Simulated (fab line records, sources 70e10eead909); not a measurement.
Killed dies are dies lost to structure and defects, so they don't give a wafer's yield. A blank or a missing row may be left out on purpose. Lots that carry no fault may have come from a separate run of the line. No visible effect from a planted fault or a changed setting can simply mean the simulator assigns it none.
Which tool did it? | flow nandHarc | 11 lots, 33 wafers sampled, at 7 steps of a route of 1302

## WHAT THE GAUGES READ, wafer by wafer
NHARC_P_GATE_OVL_MEAS_27.
lot  | measured     | on         | overlayXNm (nm) | overlayYNm (nm)
L927 | day 5 06:29  | overlay-02 | 1.2 1.3 2.0     | 0.1 -0.3 0.2
L929 | day 6 01:46  | overlay-01 | -0.5 -0.3 -0.7  | 0.9 1.2 0.7
L931 | day 6 13:41  | overlay-02 | 0.0 -0.9 0.2    | 0.1 0.5 0.3
L939 | day 10 05:17 | overlay-01 | -1.2 -0.9 -1.1  | 2.4 2.1 2.1
L942 | day 11 06:13 | overlay-02 | 0.8 0.7 1.3     | 1.3 0.7 1.0
L941 | day 11 06:52 | overlay-02 | -0.6 -0.8 -0.1  | 0.4 0.7 0.7
L943 | day 11 18:07 | overlay-02 | 0.1 0.7 0.6     | -1.6 -2.0 -1.3
L944 | day 11 22:58 | overlay-01 | 1.3 1.3 1.5     | -1.9 -1.1 -2.0
L946 | day 13 02:16 | overlay-01 | -0.1 -0.6 -0.8  | -0.7 0.0 -0.8
L947 | day 13 09:15 | overlay-01 | 0.9 0.9 0.9     | 1.5 1.8 1.7
L950 | day 14 12:18 | overlay-01 | 0.3 -0.1 0.3    | 0.1 0.7 0.3

NHARC_P_GATE_INSPECT_28.
lot  | measured     | on               | rawDefectCount
L927 | day 5 06:31  | defectInspect-01 | 1 7 9
L929 | day 6 01:48  | defectInspect-02 | 293 274 251
L931 | day 6 13:43  | defectInspect-02 | 303 255 241
L939 | day 10 05:20 | defectInspect-02 | 8 10 6
L942 | day 11 06:15 | defectInspect-02 | 6 11 6
L941 | day 11 06:54 | defectInspect-01 | 3 8 4
L943 | day 11 18:09 | defectInspect-01 | 2 7 3
L944 | day 11 23:01 | defectInspect-02 | 7 9 9
L946 | day 13 02:19 | defectInspect-02 | 10 9 4
L947 | day 13 09:17 | defectInspect-01 | 13 3 3
L950 | day 14 12:20 | defectInspect-02 | 6 11 7

NHARC_P_GATE_INSPECT_68.
lot  | measured     | on               | rawDefectCount
L927 | day 6 00:49  | defectInspect-01 | 127 72 262
L929 | day 6 20:10  | defectInspect-01 | 502 529 476
L931 | day 7 11:28  | defectInspect-02 | 486 410 393
L939 | day 10 23:42 | defectInspect-01 | 223 275 281
L942 | day 12 00:41 | defectInspect-01 | 238 330 198
L941 | day 12 01:31 | defectInspect-01 | 183 180 125
L943 | day 12 12:24 | defectInspect-01 | 175 134 143
L944 | day 12 17:10 | defectInspect-01 | 156 161 235
L946 | day 13 22:44 | defectInspect-01 | 181 220 122
L947 | day 14 03:50 | defectInspect-02 | 146 307 217
L950 | day 15 07:13 | defectInspect-01 | 189 182 267

NHARC_END_SORT_01.
lot  | measured     | on        | killedAtArray | killedAtOther | killedAtPeriphery | killedDies  | killedOpen | killedShort
L929 | day 25 16:57 | prober-01 | 59 52 53      | 2 3 1         | 51 58 54          | 112 113 108 | 3 7 3      | 1 1 2
L931 | day 26 00:58 | prober-02 | 71 58 64      | 1 2 6         | 52 48 49          | 124 108 119 | 2 2 4      | 2 2 1

## EACH LOT AND THE TOOL THAT RAN IT (in order: tool; ch and the chambers of the sampled wafers; start)
lot  | NHARC_P_GATE_HM_DEP_102      | NHARC_P_GATE_ETCH_104             | NHARC_P_GATE_STRIP_108
L927 | aclDep-01 ch 0, day 5 05:16  | rieDiel-09 ch 0,1,3, day 5 06:40  | rieDiel-10 ch 0,2, day 5 07:12
L929 | aclDep-01 ch 0, day 6 00:21  | rieDiel-10 ch 0,1,2, day 6 01:57  | rieDiel-09 ch 0,1, day 6 02:31
L931 | aclDep-01 ch 0, day 6 12:16  | rieDiel-09 ch 1,2,3, day 6 13:52  | rieDiel-10 ch 0,1,2, day 6 14:26
L939 | aclDep-01 ch 0, day 10 03:58 | rieDiel-09 ch 0,1, day 10 05:28   | rieDiel-09 ch 0,1, day 10 06:01
L942 | aclDep-01 ch 0, day 11 05:00 | rieDiel-04 ch 1,2,3, day 11 06:24 | rieDiel-04 ch 0,1,3, day 11 07:00
L941 | aclDep-01 ch 0, day 11 05:26 | rieDiel-09 ch 0,2,3, day 11 07:15 | rieDiel-04 ch 0,1,2, day 11 07:50
L943 | aclDep-01 ch 0, day 11 16:41 | rieDiel-10 ch 1,2,3, day 11 18:18 | rieDiel-04 ch 2,3, day 11 18:50
L944 | aclDep-01 ch 0, day 11 21:45 | rieDiel-09 ch 0,2, day 11 23:09   | rieDiel-04 ch 1,2,3, day 11 23:41
L946 | aclDep-01 ch 0, day 13 01:09 | rieDiel-09 ch 1,2, day 13 02:27   | rieDiel-04 ch 0,2,3, day 13 03:02
L947 | aclDep-03 ch 0, day 13 07:55 | rieDiel-10 ch 1,2,3, day 13 09:26 | rieDiel-09 ch 0,1,3, day 13 09:59
L950 | aclDep-01 ch 0, day 14 10:49 | rieDiel-10 ch 0,2,3, day 14 12:29 | rieDiel-10 ch 0,1, day 14 13:28
- NHARC_P_GATE_HM_DEP_102: deposits aC, target thk 120 nm.
- NHARC_P_GATE_ETCH_104: etches the open film in CF4/CHF3, target depth 60 nm.
- NHARC_P_GATE_STRIP_108: strips in O2.

## WHAT THE TOOLS THEMSELVES READ (means of the sampled wafers that have a number; where no wafer has one, the mark that the record gives instead)
NHARC_P_GATE_HM_DEP_102.
lot  | tool      | throttleValvePct (%)
L927 | aclDep-01 | 35.004
L929 | aclDep-01 | 35.002
L931 | aclDep-01 | 34.995
L939 | aclDep-01 | 34.993
L942 | aclDep-01 | 35.007
L941 | aclDep-01 | 34.994
L943 | aclDep-01 | 35.001
L944 | aclDep-01 | 35.002
L946 | aclDep-01 | 35.000
L947 | aclDep-03 | 34.997
L950 | aclDep-01 | 35.003

NHARC_P_GATE_ETCH_104.
lot  | tool       | drypumpMotorCurrentA (A) | oesProductAu (a.u.) | rfVppV (V) | showerheadPlenumPTorr (Torr) | throttleValvePct (%)
L927 | rieDiel-09 | 6.1                      | 0.922               | 371.3      | 1.62                         | 16.800
L929 | rieDiel-10 | 5.5                      | 0.935               | 370.6      | 1.59                         | 16.807
L931 | rieDiel-09 | 6.2                      | 0.930               | 370.6      | 1.58                         | 16.805
L939 | rieDiel-09 | 6.0                      | 0.924               | 372.8      | 1.62                         | 16.814
L942 | rieDiel-04 | 5.7                      | 0.964               | 371.2      | 1.60                         | 16.798
L941 | rieDiel-09 | 5.8                      | 0.960               | 371.1      | 1.62                         | 16.808
L943 | rieDiel-10 | 5.3                      | 0.981               | 372.6      | 1.61                         | 16.806
L944 | rieDiel-09 | 5.7                      | 0.977               | 372.3      | 1.62                         | 16.802
L946 | rieDiel-09 | 6.4                      | 0.952               | 369.7      | 1.54                         | 16.811
L947 | rieDiel-10 | 5.3                      | 0.989               | 372.4      | 1.61                         | 16.804
L950 | rieDiel-10 | 5.3                      | 0.976               | 371.6      | 1.60                         | 16.799

NHARC_P_GATE_STRIP_108.
lot  | tool       | drypumpMotorCurrentA (A) | oesProductAu (a.u.) | rfVppV (V) | showerheadPlenumPTorr (Torr) | throttleValvePct (%)
L927 | rieDiel-10 | 5.5                      | 1.003               | 57.7       | 3.56                         | 17.031
L929 | rieDiel-09 | 6.0                      | 1.010               | 58.7       | 3.64                         | 17.037
L931 | rieDiel-10 | 5.5                      | 1.023               | 58.0       | 3.57                         | 17.035
L939 | rieDiel-09 | 6.4                      | 0.996               | 58.8       | 3.54                         | 17.028
L942 | rieDiel-04 | 5.6                      | 1.000               | 59.0       | 3.62                         | 17.031
L941 | rieDiel-04 | 5.8                      | 0.996               | 57.8       | 3.57                         | 17.040
L943 | rieDiel-04 | 5.8                      | 0.995               | 57.5       | 3.45                         | 17.033
L944 | rieDiel-04 | 5.8                      | 0.996               | 57.6       | 3.58                         | 17.043
L946 | rieDiel-04 | 5.6                      | 0.995               | 57.0       | 3.49                         | 17.047
L947 | rieDiel-09 | 6.1                      | 0.994               | 57.3       | 3.62                         | 17.046
L950 | rieDiel-10 | 5.8                      | 1.011               | 57.7       | 3.48                         | 17.029

## THE ANSWER, worked out from the rows above alone
Rule: usual is defined by the lots themselves. Put in order of their means at a reading, lots are off if they are a third of the lots or fewer, leave a main group of 4 or more, and stand apart from it by a gap of 3 or more times the standard deviation of the main group's means; of several such gaps the widest counts. Not used: any main group whose means are identical at the precision the tables above print for the reading. Also off: a lot with no number at a reading for which 4 or more lots have one. Any other lot the step has rows for is counted as sound. The gauges are gone through in route order, then the tools' own readings, and for those a lot's mean is taken as printed above. At the first step where some lot is off, the reading lying furthest off is the one used; lots without a number count as furthest.
Off, at NHARC_P_GATE_INSPECT_28 on rawDefectCount: L929, L931. The main group: mean 6.7, standard deviation 1.5.
A tool fits if, at a process step before that reading, it ran every lot that is off, and no sound lot after the first of them. Those tools and the gauges at NHARC_P_GATE_INSPECT_28 are tried in the same way. None of those tried fits.

## WHAT THE SIMULATOR HAD PUT IN
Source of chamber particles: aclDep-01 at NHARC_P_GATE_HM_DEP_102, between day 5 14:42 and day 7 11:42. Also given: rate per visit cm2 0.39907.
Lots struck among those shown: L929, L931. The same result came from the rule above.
